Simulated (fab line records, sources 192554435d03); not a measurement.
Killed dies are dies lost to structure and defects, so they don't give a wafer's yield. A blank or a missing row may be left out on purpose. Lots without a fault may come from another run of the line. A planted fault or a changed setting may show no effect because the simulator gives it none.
Chamber matching | flow n5_finfet | N5_BEOL_M0_SAQP_SPACER2_ALD_26 on ald_sin-01: 3 sister chambers
The step deposits SiO2, target thk 15 nm, pulse time 1 s, purge time 2 s. 14 wafers are shown with their chamber, then 5 later ones without.

WAFERS WITH THEIR CHAMBER
wafer  | chamber | heater_power_w (W) | heater_power_outer_w (W) | precursor_pulse_height_rel
L074.1 | 3       | 467                | 279                      | 1.007
L074.3 | 0       | 447                | 246                      | 0.999
L074.5 | 3       | 472                | 275                      | 0.998
L079.3 | 0       | 438                | 263                      | 1.002
L079.4 | 3       | 478                | 274                      | 0.981
L079.6 | 0       | 441                | 260                      | 0.989
L081.2 | 3       | 492                | 283                      | 0.993
L081.4 | 3       | 472                | 288                      | 0.922
L081.5 | 0       | 444                | 261                      | 1.011
L082.2 | 3       | 475                | 282                      | 1.018
L082.4 | 2       | 457                | 283                      | 0.953
L082.6 | 0       | 446                | 254                      | 1.023
L083.2 | 0       | 445                | 253                      | 0.974
L083.4 | 3       | 489                | 282                      | 0.980

SIGNATURES (means of the wafers above)
reading                    | chamber 0 | chamber 2 | chamber 3 | scatter within a chamber
heater_power_w             | 443.50    | 457.00    | 477.86    | 7.24
heater_power_outer_w       | 256.17    | 283.00    | 280.43    | 5.6
precursor_pulse_height_rel | 0.99967   | 0.95300   | 0.98557   | 0.0257
Rule: a wafer's distance from a chamber is the root of the sum, over the readings, of the square of ((its reading less the chamber's mean) divided by the reading's scatter). The wafer belongs to the nearest chamber; if the next one is less than 2 further off, it can't be placed. The scatter: the root of (the sum of the squares of (reading less its chamber's mean) over the shown wafers, divided by (wafers less chambers)).

WAFERS WITHOUT THEIR CHAMBER
wafer  | heater_power_w (W) | heater_power_outer_w (W) | precursor_pulse_height_rel
L083.5 | 440                | 258                      | 0.973
L085.3 | 440                | 256                      | 1.006
L085.5 | 470                | 275                      | 0.978
L085.6 | 475                | 273                      | 1.007
L095.5 | 458                | 269                      | 1.018

WHICH CHAMBER EACH WENT THROUGH
wafer  | from the rows above          | in truth
L083.5 | 0                            | 0
L085.3 | 0                            | 0
L085.5 | can't be placed: 3 or 2      | 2
L085.6 | 3                            | 3
L095.5 | can't be placed: 0 or 2 or 3 | 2
Placed correctly: 3 of 5. Can't be placed from these rows: 2 (the true chamber is among the candidates in 2). Placed wrongly: 0.
